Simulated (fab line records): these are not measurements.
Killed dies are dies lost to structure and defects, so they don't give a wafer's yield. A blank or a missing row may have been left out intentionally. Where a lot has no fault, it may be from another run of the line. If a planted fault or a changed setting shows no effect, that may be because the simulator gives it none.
A lot that was struck, set against a sound lot	flow n5 finfet	14 out of 1938 route steps
Sound: wafers L905.1, L905.2, L905.4. Wafers struck: L918.1, L918.2, L918.6. The cause is given at the end.
At each step with rows: each side's tool, then ch and its chambers, then its first start. Under that, the readings that differ: sound wafers	struck wafers	difference of the means	sigmas: that difference in standard deviations of wafers without a fault.
alike: same words and numbers on both sides, and readings whose means sit less than 2 such deviations apart. not compared: any withheld reading, any reading some wafer has no value for, any bound like >300 that may hide the same value, and any number with overlapping values for which the record gives no deviation.
The two part at a step that has a row with sigmas, a row that says differs or no value, or rows on one side only. Numbers that don't overlap but have no deviation are shown without sigmas and don't part them. Lack of a reading on every wafer of one side parts them only where that side has two or more wafers.

N5_WELL_APT_OVL_MEAS_09:
  sound on overlay-01 ch 0, day 1 13:43; struck on overlay-02 ch 0, day 4 19:37
  alike: NWELL_OVL
N5_WELL_APT_INSPECT_10: inspects for defects (macro).
  struck on defect inspect-01, day 4 19:38; sound on defect inspect-02, day 1 13:45
  alike: raw defect count
N5_WELL_APT_DESCUM_13: chemistry O2, time 7.9 s.
  sound on rie diel-06 ch 0,2,3, day 1 14:13; struck on rie diel-05 ch 0,2,3, day 4 19:40
  alike: drypump motor current A, oes product au, rf vpp V, showerhead plenum p Torr, throttle valve pct
  not compared: rf hours counter h
then, 9 steps without rows for these wafers: N5_WELL_APT_IMPLANT_14; N5_WELL_APT_IMPLANT_15; N5_WELL_APT_STRIP_16 (strips in SPM, time 900 s); N5_WELL_APT_HMDS_18 (time 60 s); N5_WELL_APT_COAT_19 (resist thk 950 nm); N5_WELL_APT_EBR_21; N5_WELL_APT_SOFTBAKE_20 (time 60 s); N5_WELL_APT_EXPOSE_22 (exposes mask PWELL, defocus 0 nm, target cd 200 nm); N5_WELL_APT_PEB_23 (peb time 90 s).
N5_WELL_APT_DEVELOP_24: develop time 45 s.
  sound on litho track-02 ch 0, day 1 15:17; struck on litho track-02, day 4 20:43
  no value came back on the struck wafers for chill plate temp C (C), develop time s (s); on the sound wafers chill plate temp C (C) reads 23.08 23.06 22.91
reading	sound	struck	difference	sigmas
model.coat_of_WELL_APT_COAT_19.thk nm (nm)	939.9 941.8 936.9	950.8 948.8 950.8	+10.6	
then, 1 step without rows for these wafers: N5_WELL_APT_HARDBAKE_29 (time 120 s).

WHERE THEY PART
At N5_WELL_APT_DEVELOP_24 and nowhere else, as far as this record goes.

WHY: the cause the simulator had injected
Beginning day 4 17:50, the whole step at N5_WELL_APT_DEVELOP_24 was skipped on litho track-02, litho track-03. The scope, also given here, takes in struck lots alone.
